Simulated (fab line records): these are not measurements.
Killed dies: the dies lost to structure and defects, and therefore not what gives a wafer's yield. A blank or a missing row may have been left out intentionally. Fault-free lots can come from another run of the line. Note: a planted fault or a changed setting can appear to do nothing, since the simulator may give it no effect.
Split-lot experiment	flow n5Finfet	on a route of 1938 steps: 7 lots, 21 wafers read

== SPLIT DETAILS ==
At N5_BEOL_M2_COAT_62 (time 60 s, resist thk 12 nm), the setting spinRpm was moved away from the recipe's 1500 rpm on 5 of the 21 wafers read, by -8.4% to +3.1%. All remaining wafers had this setting at the recipe value.

== FROM THE SPLIT TO THE READING: what the file shows between them, 5 steps ==
- N5_BEOL_M2_EXPOSE_08: exposes mask M2 (also split here: doseMj)
- N5_BEOL_M2_PEB_09: peb time 60 s
- N5_BEOL_M2_DEVELOP_10: develop time 30 s
- N5_BEOL_M2_DESCUM_16: chemistry O2, time 7 s
- N5_BEOL_M2_ETCH_74: etches underlayer in N2/H2, target depth 6.5 nm, time 5.2 s

== THE READING ==
etch.depthNm (the simulator's own value, which no gauge read), in nm, at N5_BEOL_M2_ETCH_63 (etches SiARC in CF4, target depth 15.6 nm, time 26 s). The file does not state a usual value for it. The 16 wafers here that ran the recipe average 12.01 nm, standard deviation 0.025 nm.

wafer	tool, chamber at the split	spinRpm as run, rpm	against the recipe	etch.depthNm, nm	against lot-mates on the recipe
L074.3	lithoTrack-01, 0	1444	-3.7%	12.25	+0.22
L074.4	lithoTrack-01, 0	1500	recipe	12.03	-
L074.6	lithoTrack-01, 0	1444	-3.7%	12.27	+0.24
L075.1	lithoTrack-01, 0	1500	recipe	12.05	-
L075.3	lithoTrack-01, 0	1500	recipe	12.03	-
L075.4	lithoTrack-01, 0	1500	recipe	12.03	-
L079.1	lithoTrack-05, 0	1500	recipe	12.05	-
L079.3	lithoTrack-05, 0	1500	recipe	12.01	-
L079.6	lithoTrack-05, 0	1500	recipe	11.99	-
L083.2	lithoTrack-04, 0	1500	recipe	11.99	-
L083.4	lithoTrack-04, 0	1500	recipe	12.01	-
L083.6	lithoTrack-04, 0	1500	recipe	11.99	-
L087.1	lithoTrack-04, 0	1500	recipe	12	-
L087.4	lithoTrack-04, 0	1374	-8.4%	12.55	+0.55
L087.6	lithoTrack-04, 0	1374	-8.4%	12.58	+0.58
L090.3	lithoTrack-04, 0	1500	recipe	11.99	-
L090.4	lithoTrack-04, 0	1500	recipe	11.97	-
L090.5	lithoTrack-04, 0	1500	recipe	11.99	-
L091.2	lithoTrack-01, 0	1500	recipe	12.04	-
L091.5	lithoTrack-01, 0	1500	recipe	12.04	-
L091.6	lithoTrack-01, 0	1547	+3.1%	11.83	-0.21

THE FIT
A straight line over all 21 wafers: etch.depthNm changes by -0.0652 nm for each +1% of spinRpm; r = -0.99; the points scatter about the line by 0.024 nm.
The same after taking each lot's own level away (the mean of its wafers on the recipe; 21 wafers): -0.0665 nm for each +1%; r = -1.00; scatter 0.015 nm.
Per that fit: largest spinRpm move, reading shift of 0.56 nm.
The span of the lots' own levels, 11.983 to 12.040 nm, comes to 2.3 times the standard deviation stated above.
The two slopes are in agreement: the lot-to-lot level therefore moves the slope only a little.
Check: +0.562 nm against its lot-mates is what the line predicts for one of the wafers moved furthest among these (-8.4%) when that wafer is left out of the fit. Against them it came out at +0.55 nm.

== THE OTHER SPLITS THESE WAFERS WENT THROUGH ==
Other splits were also applied to these wafers ahead of the reading. Each is held against what the fit with the lots' levels taken away leaves over:
other split on the same wafers	wafers away from the commonest value	r with etch.depthNm (lot level and that fit taken away)
N5_MOL_CONTACT_COAG_ALD_27 timeS	7	+0.06
N5_BEOL_M0_SAQP_PECVD_96 timeS	7	-0.08
N5_BEOL_M0_SAQP_EXPOSE_11 doseMj	5	+0.02
N5_BEOL_M0_TRENCH_ETCH_107 targetDepthA	8	+0.26
N5_BEOL_M1_COAT_22 spinRpm	4	+0.57
N5_BEOL_M2_EXPOSE_08 doseMj	5	+0.21

== THE WHOLE CHAIN: every reading that the file lists as answering this split, in the file's order ==
step	what it does	reading	change (the file's fit)	r (the file's)
N5_BEOL_M2_COAT_62	time 60 s, resist thk 12 nm	SiARC_of_BEOL_M2_COAT_62.thkNm (the simulator's own value, which no gauge read)	-0.068 nm for each +1% of the setting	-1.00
N5_BEOL_M2_ETCH_63	etches SiARC in CF4, target depth 15.6 nm, time 26 s	etch.depthNm (the simulator's own value, which no gauge read)	-0.0659 nm for each +1% of the setting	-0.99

== FILE'S OWN FIT ==
etch.depthNm changes by -0.0659 nm for each +1% of spinRpm, r = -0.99.
